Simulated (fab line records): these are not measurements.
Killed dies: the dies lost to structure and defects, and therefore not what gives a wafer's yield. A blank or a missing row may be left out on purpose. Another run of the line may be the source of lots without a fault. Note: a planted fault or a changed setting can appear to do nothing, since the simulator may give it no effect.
Comparing a struck lot with a sound one | flow n5 finfet | 15 steps out of a route of 1938
Sound: these wafers, L662.4, L662.5, L662.6. The struck wafers were L669.1, L669.4. Last of all comes the cause.
Order at every step that has rows: each side's tool, ch and its chambers, its first start. Under that, the readings that differ: sound wafers | struck wafers | difference of the means | sigmas: that difference in standard deviations of wafers without a fault.
alike: readings with means less than 2 such deviations apart, plus words and numbers identical on both sides. not compared: withheld readings, readings lacking a value on some wafer, bounds such as >300 that could conceal the same value, and numbers that have no deviation in the record and whose values overlap.
Wherever a step has rows on one side only, a row that says differs or no value, or a row with sigmas, the two part there. Numbers that don't overlap but have no deviation are shown without sigmas and don't part them. A reading missing from all wafers of one side parts the sides only when that side holds two or more wafers.

first, 1 step without rows for these wafers: N5_MOL_CONTACT_COAG_STRIP_69 (strips in N2/H2).
N5_MOL_CONTACT_COAG_ETCHBACK_136: etches SiO2 in CHF3, target depth 25 nm, time 16.7 s.
  sound on rie diel-01 ch 0,1,2, day 5 23:32; struck on rie diel-06 ch 0,1, day 7 16:56
  alike: bias w, drypump motor current A, oes_f_703_au, oes product au, rf vpp V, showerhead plenum p Torr, throttle valve pct
  not compared: rf hours counter h
then, 1 step without rows for these wafers: N5_MOL_CONTACT_COAG_STRIP_120 (strips in CHF3).
N5_MOL_CONTACT_COAG_VIA_ETCH_117: etches SiO2 in C4F6/O2, target depth 40 nm, overetch 8 nm, time 26 s.
  sound on rie diel-01 ch 0,1,2, day 5 23:34; struck on rie diel-06 ch 0,1, day 7 16:58
  alike: bias w, drypump motor current A, oes_f_703_au, oes product au, rf vpp V, showerhead plenum p Torr, throttle valve pct
  not compared: rf hours counter h
N5_MOL_CONTACT_COAG_ETCH_124: etches SiNx in CH3F/O2, stops on SiOC, target depth 6.5 nm.
  sound on rie diel-01 ch 0,1,2, day 5 23:35; struck on rie diel-06 ch 0,1, day 7 17:00
  alike: bias w, drypump motor current A, oes_f_703_au, oes product au, rf vpp V, showerhead plenum p Torr, throttle valve pct
  not compared: rf hours counter h
N5_MOL_CONTACT_COAG_ETCH_48: etches SiOC in C4F6/O2, target depth 15 nm, overetch 4.5 nm, time 17 s.
  sound on rie diel-01 ch 0,1,2, day 5 23:38; struck on rie diel-06 ch 0,1, day 7 17:02
  alike: bias w, drypump motor current A, oes_f_703_au, oes product au, rf vpp V, showerhead plenum p Torr, throttle valve pct
  not compared: rf hours counter h
N5_MOL_CONTACT_COAG_STRIP_72: strips in N2/H2.
  sound on rie diel-01 ch 0,1,2, day 5 23:41; struck on rie diel-06 ch 0,1, day 7 17:05
  alike: drypump motor current A, oes product au, rf vpp V, showerhead plenum p Torr, throttle valve pct
  not compared: rf hours counter h
then, 3 steps without rows for these wafers: N5_MOL_CONTACT_COAG_STRIP_49 (strips in N2/H2, time 30 s); N5_MOL_CONTACT_COAG_PRECLEAN_138 (cleans in alkaline clean, time 60 s); N5_MOL_CONTACT_COAG_SRD_139 (time 30 s).
N5_MOL_CONTACT_COAG_CD_MEAS_101: target cd 16 nm.
  sound on cd sem-01, day 5 23:55; struck on cd sem-02, day 7 17:19
  alike: cd nm
then, 1 step without rows for these wafers: N5_MOL_CONTACT_COAG_PRE_CLEAN_121.
N5_MOL_CONTACT_COAG_CVD_140: deposits W, target thk 66.5 nm, time 215 s.
  sound on cvd w-01 ch 0,1, day 6 00:08; struck on cvd w-01 ch 1, day 7 17:28
  reading          | sound             | struck      | difference | sigmas
  run length s (s) | 284.8 285.6 284.8 | 199.3 198.3 | -86.3      | -99 or more
  alike: heater power w
then, 1 step without rows for these wafers: N5_MOL_CONTACT_COAG_PRECLEAN_127 (cleans in DIW, time 57.5 s).
-- record jumps: 3 days separate the struck wafers' starts on either side; left off in module MOL_CONTACT_COAG, taken up again in module BEOL_M4, whose first shown step is the route's number 1111 --
N5_BEOL_M4_RC_MEAS_101:
  sound on prober-02 ch 0, day 8 18:35; struck on prober-02 ch 0, day 10 09:26
  alike: DIBL_N, DIBL_P, IOFF_N, IOFF_P, ION_N, ION_P, SS_N, SS_P, VT_N, VT_P

## WHERE THEY PART
Only at N5_MOL_CONTACT_COAG_CVD_140, as far as this record shows. Later steps at which nothing parts them and some readings are alike: N5_BEOL_M4_RC_MEAS_101.

WHY: what the simulator had put in
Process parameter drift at N5_MOL_CONTACT_COAG_CVD_140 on cvd w-01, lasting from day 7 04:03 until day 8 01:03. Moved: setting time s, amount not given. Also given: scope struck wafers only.
